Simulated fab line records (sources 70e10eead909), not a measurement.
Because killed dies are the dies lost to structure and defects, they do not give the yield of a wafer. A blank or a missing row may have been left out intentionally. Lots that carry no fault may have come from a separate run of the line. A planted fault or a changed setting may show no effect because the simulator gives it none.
Chamber matching	flow nand-harc	pecvd-04 running NHARC_A_STAIRCASE_DEP_322: 3 sister chambers
The step deposits SiO2, target thk 7200 nm. 14 wafers are shown with their chamber, then 7 later ones without.

## WAFERS, EACH WITH ITS CHAMBER
wafer	chamber	heater-power-w (W)
L076.1	2	840
L076.3	0	809
L076.4	0	701
L079.1	1	677
L079.2	0	780
L079.4	0	689
L083.2	0	735
L083.3	1	762
L083.4	0	699
L086.3	1	750
L086.4	2	748
L086.5	0	684
L089.1	2	901
L089.2	1	777

SIGNATURES, as means of the wafers listed above
reading	chamber 0	chamber 1	chamber 2	scatter within a chamber
heater-power-w	728.14	741.50	829.67	54
Rule: a wafer lies at a distance from a chamber equal to the root of the sum of squares, over the readings, of (its reading less the chamber's mean, divided by the reading's scatter). The wafer belongs to the nearest chamber; if the next one is less than 2 further off, it can't be placed. How the scatter is found: for the shown wafers, subtract from each reading the mean of its chamber, square and add these, divide the total by (wafers less chambers), then take the root.

## WAFERS WITH NO CHAMBER GIVEN
wafer	heater-power-w (W)
L089.3	811
L094.4	709
L094.5	652
L094.6	692
L096.1	876
L096.2	763
L096.3	819

## WHICH CHAMBER EACH ONE RAN IN
wafer	from the rows above	in truth
L089.3	can't be placed: 2 or 1 or 0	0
L094.4	can't be placed: 0 or 1 or 2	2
L094.5	can't be placed: 0 or 1 or 2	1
L094.6	can't be placed: 0 or 1 or 2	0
L096.1	can't be placed: 2 or 1 or 0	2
L096.2	can't be placed: 1 or 0 or 2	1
L096.3	can't be placed: 2 or 1 or 0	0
Correctly placed: 0 of 7. Cannot be placed on the basis of these rows: 7; the candidates contain the true chamber in 7. Wrongly placed: 0.
